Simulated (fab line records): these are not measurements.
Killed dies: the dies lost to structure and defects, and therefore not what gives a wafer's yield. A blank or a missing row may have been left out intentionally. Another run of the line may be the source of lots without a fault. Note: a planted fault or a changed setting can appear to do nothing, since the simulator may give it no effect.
Struck lot and sound lot, side by side ; flow nand_harc ; 13 steps out of a route of 1302
Sound: the wafers L818.2, L818.3, L818.5. Wafers struck: L808.2, L808.3, L808.5. The cause is given at the end.
For every step that has rows: the tool of each side, followed by ch and its chambers, followed by its first start. Under that, the readings that differ: sound wafers ; struck wafers ; difference of the means ; sigmas: that difference in standard deviations of wafers without a fault.
alike: readings whose means differ by less than 2 such deviations, and words and numbers that are the same on both sides. not compared: withheld readings, readings that some wafer has no value for, bounds like >300 that may hide the same value, and numbers for which the record gives no deviation and whose values overlap.
The two part at a step that has a row with sigmas, a row that says differs or no value, or rows on one side only. Numbers that have no deviation but don't overlap get no sigmas and don't part them. A reading missing from all wafers of one side parts the sides only when that side holds two or more wafers.

NHARC_P_BONDPAD_INSPECT_23:
  struck on defect_inspect-01, day 11 06:38; sound on defect_inspect-01, day 15 07:32
  alike: raw_defect_count
NHARC_P_BONDPAD_ACTIVATE_29: chemistry N2, time 60 s.
  sound on rie_diel-02 ch 1,3, day 15 07:37; struck on rie_diel-03 ch 1,3, day 11 06:43
reading;sound;struck;difference;sigmas
drypump_motor_current_A (A);5.3 5.1 5.0;6.1 5.8 6.1;+0.9;+2
  alike: oes_product_au, rf_vpp_V, showerhead_plenum_p_Torr
  not compared: rf_hours_counter_h
then, 2 steps without rows for these wafers: NHARC_P_BONDPAD_PRECLEAN_30 (cleans in DIW, time 300 s); NHARC_P_BONDPAD_SRD_31 (time 30 s, dry time 20 s).
NHARC_A_START_INSPECT_01:
  struck on defect_inspect-01, day 11 07:07; sound on defect_inspect-02, day 15 08:01
  alike: raw_defect_count
then, 6 steps without rows for these wafers: NHARC_A_ZERO_WELL_PRECLEAN_00 (cleans in SPM, time 600 s); NHARC_A_ZERO_WELL_SRD_01; NHARC_A_ZERO_WELL_DEHYDRATE_02 (time 120 s); NHARC_A_ZERO_WELL_HMDS_03 (time 30 s); NHARC_A_ZERO_WELL_COAT_18 (time 65 s); NHARC_A_ZERO_WELL_COAT_04 (resist thk 600 nm).
NHARC_A_ZERO_WELL_SOFTBAKE_05: time 70 s.
  sound on litho_track-05 ch 0, day 15 08:00; struck on litho_track-03 ch 0, day 11 07:00
reading;sound;struck;difference;sigmas
heater_power_total_W (W);201.7 200.7 202.6;318.8 320.5 322.1;+118.8;+99 or more
following that, these wafers have no rows for 1 step: NHARC_A_ZERO_WELL_EBR_06.

== WHERE THEY PART ==
First at NHARC_P_BONDPAD_ACTIVATE_29; last, within this record, at NHARC_A_ZERO_WELL_SOFTBAKE_05.

WHY: whatever the simulator had introduced
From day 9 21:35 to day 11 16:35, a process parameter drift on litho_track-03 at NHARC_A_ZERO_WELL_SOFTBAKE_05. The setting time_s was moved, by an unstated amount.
